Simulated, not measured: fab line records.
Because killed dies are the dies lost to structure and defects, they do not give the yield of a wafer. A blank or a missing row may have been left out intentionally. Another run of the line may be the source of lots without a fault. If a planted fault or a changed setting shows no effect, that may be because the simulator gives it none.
Matching of chambers || flow nand-harc || NHARC_A_SGD_CUT_DEP_00 on pecvd-01 has 3 sister chambers
The step deposits SiNx, target thk 50 nm. 20 wafers are shown with their chamber, then 10 later ones without.

== WAFERS WITH THEIR CHAMBER ==
{"wafer": "L077.3", "chamber": 1, "heater-power-w (W)": 793}
{"wafer": "L077.4", "chamber": 0, "heater-power-w (W)": 969}
{"wafer": "L077.6", "chamber": 1, "heater-power-w (W)": 783}
{"wafer": "L079.1", "chamber": 2, "heater-power-w (W)": 655}
{"wafer": "L079.2", "chamber": 0, "heater-power-w (W)": 891}
{"wafer": "L079.4", "chamber": 1, "heater-power-w (W)": 841}
{"wafer": "L080.4", "chamber": 2, "heater-power-w (W)": 716}
{"wafer": "L080.5", "chamber": 0, "heater-power-w (W)": 801}
{"wafer": "L080.6", "chamber": 1, "heater-power-w (W)": 797}
{"wafer": "L084.1", "chamber": 1, "heater-power-w (W)": 743}
{"wafer": "L084.3", "chamber": 0, "heater-power-w (W)": 915}
{"wafer": "L084.5", "chamber": 2, "heater-power-w (W)": 659}
{"wafer": "L085.1", "chamber": 1, "heater-power-w (W)": 765}
{"wafer": "L085.4", "chamber": 1, "heater-power-w (W)": 767}
{"wafer": "L085.5", "chamber": 0, "heater-power-w (W)": 962}
{"wafer": "L085.2", "chamber": 2, "heater-power-w (W)": 606}
{"wafer": "L085.3", "chamber": 0, "heater-power-w (W)": 985}
{"wafer": "L085.6", "chamber": 2, "heater-power-w (W)": 620}
{"wafer": "L090.1", "chamber": 1, "heater-power-w (W)": 768}
{"wafer": "L090.5", "chamber": 1, "heater-power-w (W)": 804}

SIGNATURES (averages over the wafers above)
{"reading": "heater-power-w", "chamber 0": 920.50, "chamber 1": 784.56, "chamber 2": 651.20, "scatter within a chamber": 46.8}
Rule: for each reading, subtract the chamber's mean from the wafer's reading, divide by that reading's scatter and square the result; add these up over the readings and take the root, which gives the wafer's distance from the chamber. The wafer belongs to the nearest chamber; if the next one is less than 2 further off, it can't be placed. The scatter: take each reading less its chamber's mean, square it, sum over the shown wafers, divide by the number of wafers less the number of chambers, and take the root.

== WAFERS WITHOUT THEIR CHAMBER ==
{"wafer": "L090.6", "heater-power-w (W)": 609}
{"wafer": "L094.4", "heater-power-w (W)": 595}
{"wafer": "L094.5", "heater-power-w (W)": 987}
{"wafer": "L094.6", "heater-power-w (W)": 584}
{"wafer": "L096.1", "heater-power-w (W)": 880}
{"wafer": "L096.2", "heater-power-w (W)": 785}
{"wafer": "L096.3", "heater-power-w (W)": 661}
{"wafer": "L096.4", "heater-power-w (W)": 886}
{"wafer": "L096.5", "heater-power-w (W)": 680}
{"wafer": "L096.6", "heater-power-w (W)": 791}

== EACH ONE'S CHAMBER ==
{"wafer": "L090.6", "from the rows above": 2, "in truth": 2}
{"wafer": "L094.4", "from the rows above": 2, "in truth": 2}
{"wafer": "L094.5", "from the rows above": 0, "in truth": 0}
{"wafer": "L094.6", "from the rows above": 2, "in truth": 2}
{"wafer": "L096.1", "from the rows above": "can't be placed: 0 or 1", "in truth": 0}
{"wafer": "L096.2", "from the rows above": 1, "in truth": 1}
{"wafer": "L096.3", "from the rows above": 2, "in truth": 2}
{"wafer": "L096.4", "from the rows above": "can't be placed: 0 or 1", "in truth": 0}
{"wafer": "L096.5", "from the rows above": "can't be placed: 2 or 1", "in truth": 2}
{"wafer": "L096.6", "from the rows above": 1, "in truth": 1}
Correctly placed: 7 of 10. Cannot be placed on the basis of these rows: 3; the candidates contain the true chamber in 3. 0 placed wrongly.
